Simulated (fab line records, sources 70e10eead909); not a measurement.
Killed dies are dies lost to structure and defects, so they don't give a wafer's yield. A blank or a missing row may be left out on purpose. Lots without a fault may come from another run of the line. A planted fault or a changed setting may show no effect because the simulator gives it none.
A struck lot beside a sound one | flow nand_harc | 14 steps out of a route of 1302
Sound: wafers L443.1, L443.2, L443.4. Struck: wafers L456.1, L456.3, L456.5. The cause comes at the end.
At each step with rows: each side's tool, then ch and its chambers, then its first start. Under that, the readings that differ: sound wafers | struck wafers | difference of the means | sigmas: that difference in standard deviations of wafers without a fault.
alike: readings whose means differ by less than 2 such deviations, and words and numbers that are the same on both sides. not compared: withheld readings, readings that some wafer has no value for, bounds like >300 that may hide the same value, and numbers for which the record gives no deviation and whose values overlap.
The two part at a step that has a row with sigmas, a row that says differs or no value, or rows on one side only. Numbers that don't overlap but have no deviation are shown without sigmas and don't part them. A reading that every wafer of one side lacks parts them only if that side has two wafers or more.

NHARC_A_M0_CMP_23: polishes, t overpolish 20 s, target thk 113.75 nm.
  sound on cmp-04 ch 1,2,3, day 25 17:41; struck on cmp-04 ch 0,3, day 31 03:33
  alike: motor_current_A, time_to_endpoint_s
NHARC_A_M0_THK_MEAS_24: measures by xrf.
  sound on film_metro-02, day 25 18:01; struck on film_metro-01, day 31 03:52
  alike: thk_nm
then, 1 step without rows for these wafers: NHARC_A_M0_SRD_25.
NHARC_A_M0_INSPECT_27:
  sound on defect_inspect-01, day 25 18:10; struck on defect_inspect-02, day 31 04:01
  alike: raw_defect_count
NHARC_A_M0_PRE_CLEAN_31: time 12 s.
  sound on pecvd-03 ch 0,1, day 25 18:14; struck on pecvd-02 ch 0,1, day 31 04:05
  alike: heater_power_w
NHARC_A_M0_DEP_32: deposits SiCN, target thk 30 nm.
  sound on pecvd-03 ch 0,1, day 25 18:19; struck on pecvd-02 ch 0,1, day 31 04:10
  alike: heater_power_w
then, 5 steps without rows for these wafers: NHARC_A_M1_DEP_00 (deposits SiOC, target thk 182.5 nm); NHARC_A_M1_DEHYDRATE_01 (time 120 s); NHARC_A_M1_HMDS_02 (time 30 s); NHARC_A_M1_COAT_34 (time 65 s); NHARC_A_M1_COAT_03 (resist thk 90 nm).
NHARC_A_M1_SOFTBAKE_04: time 55 s.
  sound on litho_track-01 ch 0, day 25 19:00; struck on litho_track-04 ch 0, day 31 04:00
  reading                  | sound                | struck               | difference | sigmas
  heater_power_total_W (W) | 188.38 188.67 188.33 | 177.33 177.55 177.48 | -11.01     | -79
  plate_temp_C (C)         | 104.69 104.61 104.72 | 100.40 100.41 100.30 | -4.30      | -31
then, 1 step without rows for these wafers: NHARC_A_M1_EBR_05.
-- the record jumps here: 2 days lie between the struck wafers' starts before and after (it left off in module A_M1 and takes up again in module END, whose first step shown is number 1302 of the route) --
NHARC_END_SORT_01:
  sound on prober-01 ch 0, day 27 08:13; struck on prober-01 ch 0, day 33 04:15
  alike: defect_limited_yield, killed_at_array, killed_at_other, killed_at_periphery, killed_dies, killed_open, killed_short

WHERE THEY PART
Only at NHARC_A_M1_SOFTBAKE_04, within this record. Later steps at which nothing parts them and some readings are alike: NHARC_END_SORT_01.

WHY: what the simulator had put in
Process parameter drift: litho_track-04, from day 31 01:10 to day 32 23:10, at NHARC_A_M1_SOFTBAKE_04. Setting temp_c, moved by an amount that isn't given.
